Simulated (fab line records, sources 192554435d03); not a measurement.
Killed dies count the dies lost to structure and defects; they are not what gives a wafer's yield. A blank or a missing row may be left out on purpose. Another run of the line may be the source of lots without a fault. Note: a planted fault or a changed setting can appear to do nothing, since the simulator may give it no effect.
The tool behind it: which one?    flow n5Finfet    12 lots with 36 wafers sampled at 6 steps, on a route of 1938 steps

## WHAT EACH GAUGE READ, for each wafer
N5_BEOL_M15_THK_MEAS_01.
lot   measured      on            M15_ILD_THK (nm)
L074  day 12 11:00  filmMetro-01  1611 1670 1640
L076  day 13 01:25  filmMetro-02  1636 1619 1667
L077  day 13 12:27  filmMetro-02  1658 1646 1670
L080  day 13 14:22  filmMetro-02  1553 1590 1629
L083  day 14 03:58  filmMetro-02  1630 1631 1660
L084  day 14 09:26  filmMetro-01  1606 1590 1621
L086  day 15 10:54  filmMetro-01  1621 1644 1622
L090  day 15 17:52  filmMetro-01  1640 1636 1666
L092  day 16 12:13  filmMetro-02  1605 1633 1667
L091  day 16 12:40  filmMetro-01  1646 1677 1656
L095  day 17 08:55  filmMetro-02  1612 1630 1636
L097  day 17 13:10  filmMetro-01  1571 1618 1583

## WHICH TOOL RAN EACH LOT (tool, then ch and the chambers of the sampled wafers, then the start)
lot   N5_BEOL_M13_STRIP_37                 N5_BEOL_M13_SPUTTER_44       N5_BEOL_M14_TRENCH_ETCH_34         N5_BEOL_M14_SPUTTER_44       N5_BEOL_M15_ILD_DEP_00
L074  plasmaAsher-02 ch 0,1, day 11 23:55  pvdSputter-02, day 12 03:56  rieDiel-02 ch 1,2,3, day 12 07:21  pvdSputter-01, day 12 09:35  pecvd-04 ch 1,2, day 12 10:45
L076  plasmaAsher-02 ch 0,1, day 12 13:28  pvdSputter-02, day 12 18:17  rieDiel-05 ch 0,2, day 12 21:25    pvdSputter-01, day 12 23:21  pecvd-01 ch 1,2, day 13 01:10
L077  plasmaAsher-02 ch 0,1, day 12 17:25  pvdSputter-03, day 12 23:03  rieDiel-05 ch 0,2,3, day 13 02:29  pvdSputter-02, day 13 11:01  pecvd-04 ch 0,1,2, day 13 12:12
L080  plasmaAsher-01 ch 0,1, day 13 01:50  pvdSputter-03, day 13 03:47  rieDiel-02 ch 0,1,2, day 13 07:09  pvdSputter-01, day 13 12:56  pecvd-02 ch 0,1, day 13 14:07
L083  plasmaAsher-02 ch 0,1, day 13 18:29  pvdSputter-01, day 13 21:11  rieDiel-05 ch 0,2,3, day 14 00:25  pvdSputter-02, day 14 02:31  pecvd-04 ch 0,1,2, day 14 03:49
L084  plasmaAsher-02 ch 0,1, day 13 21:29  pvdSputter-02, day 13 23:52  rieDiel-02 ch 0,1,2, day 14 03:22  pvdSputter-02, day 14 07:49  pecvd-02 ch 1,2, day 14 09:11
L086  plasmaAsher-01 ch 0,1, day 14 20:16  pvdSputter-03, day 14 23:17  rieDiel-06 ch 0,2,3, day 15 05:32  pvdSputter-02, day 15 09:28  pecvd-04 ch 0,1, day 15 10:39
L090  plasmaAsher-01 ch 0,1, day 15 07:10  pvdSputter-03, day 15 10:01  rieDiel-06 ch 0,1,3, day 15 13:56  pvdSputter-02, day 15 15:04  pecvd-04 ch 0,1, day 15 17:37
L092  plasmaAsher-01 ch 0,1, day 15 21:21  pvdSputter-02, day 16 03:44  rieDiel-02 ch 0,1, day 16 08:27    pvdSputter-01, day 16 10:47  pecvd-04 ch 1,2, day 16 11:57
L091  plasmaAsher-02 ch 0,1, day 16 02:19  pvdSputter-02, day 16 04:03  rieDiel-02 ch 0,1,3, day 16 09:11  pvdSputter-01, day 16 11:06  pecvd-04 ch 0,1,2, day 16 12:25
L095  plasmaAsher-02 ch 0, day 16 23:01    pvdSputter-01, day 17 01:46  rieDiel-05 ch 1,2,3, day 17 05:25  pvdSputter-03, day 17 07:23  pecvd-04 ch 2, day 17 08:34
L097  plasmaAsher-01 ch 0,1, day 17 06:15  pvdSputter-01, day 17 07:37  rieDiel-06 ch 1,2,3, day 17 10:46  pvdSputter-03, day 17 11:38  pecvd-02 ch 0,2, day 17 12:48
- N5_BEOL_M13_STRIP_37: strips in N2/H2.
- N5_BEOL_M13_SPUTTER_44: material Ta, target thk 10 nm, time 16.13 s.
- N5_BEOL_M14_TRENCH_ETCH_34: etches SiO2 in C4F8/O2/Ar, target depth 556.65 nm, time 126.9 s.
- N5_BEOL_M14_SPUTTER_44: material Ta, target thk 15 nm, time 24.19 s.
- N5_BEOL_M15_ILD_DEP_00: deposits SiO2 from TEOS/O2, target thk 1629.3 nm, time 346.1 s.

## THE ANSWER, worked out from the rows above alone
Rule: the lots themselves supply what counts as usual. The widest of any qualifying gaps counts: lots, ordered by their means at a reading, are off when they make up no more than a third of the lots, leave a main group of 4 or more, and stand apart from it by 3 or more times the standard deviation of that group's means. A main group whose means are all the same, to the digits that the tables above print for the reading, isn't used. Also off: a lot with no number at a reading for which 4 or more lots have one. All remaining lots with rows at the step are treated as sound.
No lot is off at any reading shown: from this, nothing can be told.

## WHAT THE SIMULATOR HAD INSERTED
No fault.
